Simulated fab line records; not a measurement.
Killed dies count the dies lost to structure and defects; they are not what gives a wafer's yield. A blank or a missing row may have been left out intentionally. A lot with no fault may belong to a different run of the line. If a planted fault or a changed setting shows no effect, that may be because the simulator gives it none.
Matching of chambers + flow n5-finfet + 4 sister chambers for N5_HKMG_FIN_STRIP_34 on rie-diel-02
The step strips in CF4. 4 wafers are shown with their chamber, then 8 later ones without.

EACH WAFER AND ITS CHAMBER
| wafer  | chamber | showerhead-plenum-p-Torr (Torr) |
|--------|---------|---------------------------------|
| L078.2 | 1       | 1.76                            |
| L082.1 | 2       | 1.76                            |
| L082.5 | 3       | 1.87                            |
| L083.1 | 0       | 1.81                            |

WAFERS MISSING THEIR CHAMBER
| wafer  | showerhead-plenum-p-Torr (Torr) |
|--------|---------------------------------|
| L083.3 | 1.87                            |
| L083.4 | 1.75                            |
| L087.3 | 1.75                            |
| L087.4 | 1.80                            |
| L087.5 | 1.75                            |
| L090.3 | 1.75                            |
| L090.4 | 1.87                            |
| L090.5 | 1.75                            |

EACH ONE'S CHAMBER
| wafer  | from the rows above     | in truth |
|--------|-------------------------|----------|
| L083.3 | 3                       | 3        |
| L083.4 | can't be placed: 1 or 2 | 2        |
| L087.3 | can't be placed: 1 or 2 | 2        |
| L087.4 | 0                       | 0        |
| L087.5 | can't be placed: 1 or 2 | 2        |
| L090.3 | can't be placed: 1 or 2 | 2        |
| L090.4 | 3                       | 3        |
| L090.5 | can't be placed: 1 or 2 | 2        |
Correctly placed: 3 of 8. Not placeable from these rows: 5 (in 5, the candidates include the true chamber). Placed wrongly: 0.
How it was worked out, from the rows above alone: a wafer's distance from a chamber is the root of the sum, over the readings, of the square of ((its reading less the chamber's mean) divided by the reading's scatter). If the next closest chamber is less than 2 further off than the closest, the wafer can't be placed; otherwise it belongs to the closest. A chamber's mean is the mean of its shown wafers. The scatter: root of mean squared gap, hidden wafer to nearest shown wafer, with one shown wafer a chamber.
